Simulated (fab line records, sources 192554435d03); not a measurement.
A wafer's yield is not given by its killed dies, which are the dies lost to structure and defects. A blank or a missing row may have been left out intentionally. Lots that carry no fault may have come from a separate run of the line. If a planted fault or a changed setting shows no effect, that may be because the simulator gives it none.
What tool caused it? ; flow n5_finfet ; 28 wafers from 10 lots sampled at 5 of the route's 1938 steps

== WHAT EACH GAUGE READ, for each wafer ==
N5_BEOL_M4_RC_MEAS_101. Usual: DIBL_N 35.8 mV/V, standard deviation 1.6; DIBL_P 36.0 mV/V, standard deviation 2.1; IOFF_N 0.153 nA/um, standard deviation 0.026; IOFF_P 0.21 nA/um, standard deviation 0.037; ION_N 673 uA/um, standard deviation 11; ION_P 462 uA/um, standard deviation 7.6; SS_N 71.4 mV/dec, standard deviation 0.53; SS_P 73.2 mV/dec, standard deviation 0.67; VT_N 250 mV, standard deviation 3.2; VT_P -250 mV, standard deviation 3.7.
lot;measured;on;DIBL_N (mV/V);DIBL_P (mV/V);IOFF_N (nA/um);IOFF_P (nA/um);ION_N (uA/um);ION_P (uA/um);SS_N (mV/dec);SS_P (mV/dec);VT_N (mV);VT_P (mV);flag
L579;day 8 09:25;prober-02;35.3 37.4 35.5;36.1 37.9 35.7;0.139 0.165 0.137;0.18 0.20 0.18;670 675 673;453 460 456;71.1 71.7 71.6;73.2 73.4 72.4;252 250 253;-255 -250 -252;
L580;day 8 23:57;prober-01;36.7 37.7 35.7;38.9 40.2 37.7;0.176 0.201 0.146;0.28 0.32 0.26;693 682 673;472 477 470;71.4 72.1 71.0;74.1 74.1 73.2;250 246 252;-243 -240 -244;
L582;day 9 06:08;prober-01;37.5 37.4 36.8;36.1 36.3 35.5;0.193 0.183 0.180;0.24 0.25 0.24;691 685 697;468 471 476;71.4 70.9 70.6;73.7 73.9 72.9;245 246 245;-246 -243 -243;
L583;day 9 06:33;prober-02;34.5 33.6 33.7;35.5 34.5 34.1;0.142 0.126 0.124;0.20 0.17 0.17;675 665 670;468 452 447;71.3 71.1 71.2;72.8 72.9 72.5;251 250 252;-250 -254 -252;
L596;day 12 10:37;prober-02;35.1 35.8 32.7;34.1 34.5 30.9;0.127 0.131 0.093;0.16 0.16 0.12;657 661 662;454 452 448;71.6 71.3 70.3;72.5 72.6 71.9;253 254 259;-257 -257 -255;
L595;day 12 11:53;prober-01;35.1 35.1;36.0 35.8;0.145 0.148;0.19 0.19;665 671;459 458;70.7 71.4;73.7 72.8;251 249;-252 -250;
L597;day 13 01:37;prober-01;36.5 37.5;36.6 37.0;0.159 0.174;0.20 0.21;669 680;459 464;71.4 72.2;73.7 73.4;253 250;-251 -249;
L599;day 13 14:24;prober-02;37.5 38.3 38.3;38.2 39.0 38.8;0.156 0.157 0.167;0.21 0.24 0.22;668 672 674;458 469 458;71.6 71.8 71.5;73.6 74.3 73.8;251 252 248;-251 -250 -249;
L600;day 13 14:36;prober-01;33.2 34.2 37.3;32.0 32.8 37.4;0.110 0.118 0.188;0.15 0.15 0.24;664 667 685;457 458 467;70.9 71.0 71.0;71.6 72.4 73.3;256 253 246;-254 -256 -250;
L601;day 13 18:08;prober-01;38.3 34.6 35.0;36.3 32.5 33.8;0.182 0.124 0.136;0.21 0.17 0.18;675 668 665;454 456 461;71.5 71.3 71.1;73.9 72.6 73.1;248 254 249;-251 -253 -253;

== EACH LOT AND THE TOOL THAT RAN IT (in order: tool; ch and the chambers of the sampled wafers; start) ==
lot;N5_BEOL_M3_SPUTTER_96;N5_BEOL_M3_CMP_52;N5_BEOL_M4_ILD_DEP_00;N5_BEOL_M4_COAT_61
L579;pvd_sputter-02, day 7 21:23;cmp-04 ch 0,2, day 7 21:53;pecvd-02 ch 0,1, day 7 22:31;litho_track-05 ch 0, day 8 00:38
L580;pvd_sputter-02, day 8 09:53;cmp-04 ch 2,3, day 8 10:26;pecvd-04 ch 0,1, day 8 11:02;litho_track-05 ch 0, day 8 13:38
L582;pvd_sputter-01, day 8 19:45;cmp-04 ch 1,2,3, day 8 20:26;pecvd-04 ch 0,2, day 8 20:56;litho_track-01 ch 0, day 8 21:16
L583;pvd_sputter-03, day 8 20:19;cmp-04 ch 0,1,3, day 8 20:50;pecvd-02 ch 0, day 8 21:30;litho_track-04 ch 0, day 8 23:23
L596;pvd_sputter-01, day 11 16:15;cmp-04 ch 0,1,2, day 11 16:44;pecvd-01 ch 0,2, day 11 17:23;litho_track-05 ch 0, day 11 19:35
L595;pvd_sputter-03, day 12 00:40;cmp-04 ch 0,3, day 12 01:28;pecvd-04 ch 0,2, day 12 02:07;litho_track-05 ch 0, day 12 02:26
L597;pvd_sputter-03, day 12 07:08;cmp-04 ch 1,3, day 12 07:43;pecvd-04 ch 1, day 12 08:20;litho_track-05 ch 0, day 12 08:37
L599;pvd_sputter-03, day 12 23:29;cmp-04 ch 0,1,3, day 12 23:59;pecvd-02 ch 0,2, day 13 00:39;litho_track-04 ch 0, day 13 03:37
L600;pvd_sputter-01, day 13 03:08;cmp-02 ch 0,3, day 13 03:38;pecvd-01 ch 0,1,2, day 13 04:18;litho_track-01 ch 0, day 13 05:35
L601;pvd_sputter-01, day 13 08:34;cmp-03 ch 1,2, day 13 09:05;pecvd-02 ch 1,2, day 13 09:50;litho_track-04 ch 0, day 13 10:37
- N5_BEOL_M3_SPUTTER_96: material Cu, target thk 4.5 nm, time 8.29 s.
- N5_BEOL_M3_CMP_52: polishes, stops on SiOC, t overpolish 6.8 s, target thk 40 nm.
- N5_BEOL_M4_ILD_DEP_00: deposits SiOC from DEMS/O2, target thk 79 nm, time 15.3 s.
- N5_BEOL_M4_COAT_61: time 60 s, resist thk 60 nm.

== WHAT THE TOOLS THEMSELVES READ (means of the sampled wafers that have a number; where no wafer has one, the mark that the record gives instead) ==
N5_BEOL_M3_SPUTTER_96. Usual: susceptor_temp_C -19.99 C, standard deviation 0.096; throttle_valve_pct 29.9 %, standard deviation 1.2.
lot;tool;susceptor_temp_C (C);throttle_valve_pct (%);flag
L579;pvd_sputter-02;-19.87;30.8;
L580;pvd_sputter-02;-20.04;30.8;
L582;pvd_sputter-01;-19.83;29.7;
L583;pvd_sputter-03;-19.86;28.4;
L596;pvd_sputter-01;-20.00;30.5;
L595;pvd_sputter-03;-20.09;28.5;
L597;pvd_sputter-03;-20.02;28.5;
L599;pvd_sputter-03;-20.01;29.2;
L600;pvd_sputter-01;-19.97;29.9;
L601;pvd_sputter-01;-20.04;29.9;

N5_BEOL_M3_CMP_52. Usual: barrier_field_endpoint_s 24.6 s, standard deviation 0.61; motor_current_A 5.8 A, standard deviation 0.55; overpolish_run_s 6.801 s, standard deviation 0.0092; time_to_endpoint_s 62 s, standard deviation 3.1.
lot;tool;barrier_field_endpoint_s (s);motor_current_A (A);overpolish_run_s (s);time_to_endpoint_s (s);flag
L579;cmp-04;24.5;5.9;6.804;61;
L580;cmp-04;24.4;5.8;6.804;62;
L582;cmp-04;24.2;5.6;6.800;60;
L583;cmp-04;25.1;5.4;6.797;62;
L596;cmp-04;24.6;5.4;6.797;61;
L595;cmp-04;23.8;5.8;6.805;60;
L597;cmp-04;25.0;5.2;6.802;62;
L599;cmp-04;24.8;5.5;6.802;62;
L600;cmp-02;23.9;6.2;6.799;57;
L601;cmp-03;25.0;6.0;6.795;65;

N5_BEOL_M4_ILD_DEP_00. Usual: heater_power_w 496 W, standard deviation 99; showerhead_plenum_p_Torr 5.698 Torr, standard deviation 0.014; susceptor_temp_C 349.99 C, standard deviation 0.19; throttle_valve_pct 11.9 %, standard deviation 0.61.
lot;tool;heater_power_w (W);showerhead_plenum_p_Torr (Torr);susceptor_temp_C (C);throttle_valve_pct (%);flag
L579;pecvd-02;574;5.708;350.08;12.2;
L580;pecvd-04;467;5.699;350.16;12.2;
L582;pecvd-04;518;5.685;349.97;11.5;
L583;pecvd-02;637;5.700;349.83;11.8;
L596;pecvd-01;420;5.686;350.23;12.3;
L595;pecvd-04;490;5.685;349.96;11.9;
L597;pecvd-04;524;5.726;349.91;11.8;
L599;pecvd-02;574;5.702;349.91;11.8;
L600;pecvd-01;432;5.705;349.85;11.9;
L601;pecvd-02;455;5.694;350.12;12.0;

N5_BEOL_M4_COAT_61. Usual: heater_power_total_W 500.5 W, standard deviation 1.8; run_length_s 66.12 s, standard deviation 0.22; spin_speed_rpm 1500.0 rpm, standard deviation 1.1.
lot;tool;heater_power_total_W (W);run_length_s (s);spin_speed_rpm (rpm);flag
L579;litho_track-05;501.6;66.29;1500.2;
L580;litho_track-05;500.3;66.27;1500.1;
L582;litho_track-01;500.4;66.14;1499.9;
L583;litho_track-04;502.0;65.77;1500.8;
L596;litho_track-05;509.1;64.32;1498.9;OFF
L595;litho_track-05;529.2;60.58;1500.6;OFF
L597;litho_track-05;514.6;63.37;1501.3;OFF
L599;litho_track-04;500.7;65.81;1500.0;
L600;litho_track-01;500.1;66.32;1501.9;
L601;litho_track-04;501.2;65.76;1500.0;

== THE ANSWER, worked out from the rows above alone ==
Rule: lot off if the mean of its wafers having a number is beyond 3 standard deviations from the usual mean. A lot without any number at a reading at which 4 lots or more have one is off too. All remaining lots with rows at the step are treated as sound. First the gauges in route order, then the tools' own readings, where a lot's mean is used as printed above. At the first step where some lot is off, the reading lying furthest off is the one used; lots without a number count as furthest.
Off, at N5_BEOL_M4_COAT_61 on run_length_s: L596, L595, L597.
If a tool, at that step or one of the process steps before it, ran each lot that is off and ran no sound lot following the first of them, it fits. One fits: litho_track-05 at N5_BEOL_M4_COAT_61. Its last sound lot is L580 (day 8 13:38), its first lot that is off L596 (day 11 19:35): a fault that began between those two fits.
The tool's own readings at N5_BEOL_M4_COAT_61 bear it out: on the lots that are off they differ by more than 5 times the standard deviation of the sound lots' means. heater_power_total_W reads 517.6 W there against 500.9 W on the sound lots; run_length_s reads 62.76 s there against 66.05 s on the sound lots.

== WHAT HAD BEEN PUT IN BY THE SIMULATOR ==
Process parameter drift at N5_BEOL_M4_COAT_61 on litho_track-05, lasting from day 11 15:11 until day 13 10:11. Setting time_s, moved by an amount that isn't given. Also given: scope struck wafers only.
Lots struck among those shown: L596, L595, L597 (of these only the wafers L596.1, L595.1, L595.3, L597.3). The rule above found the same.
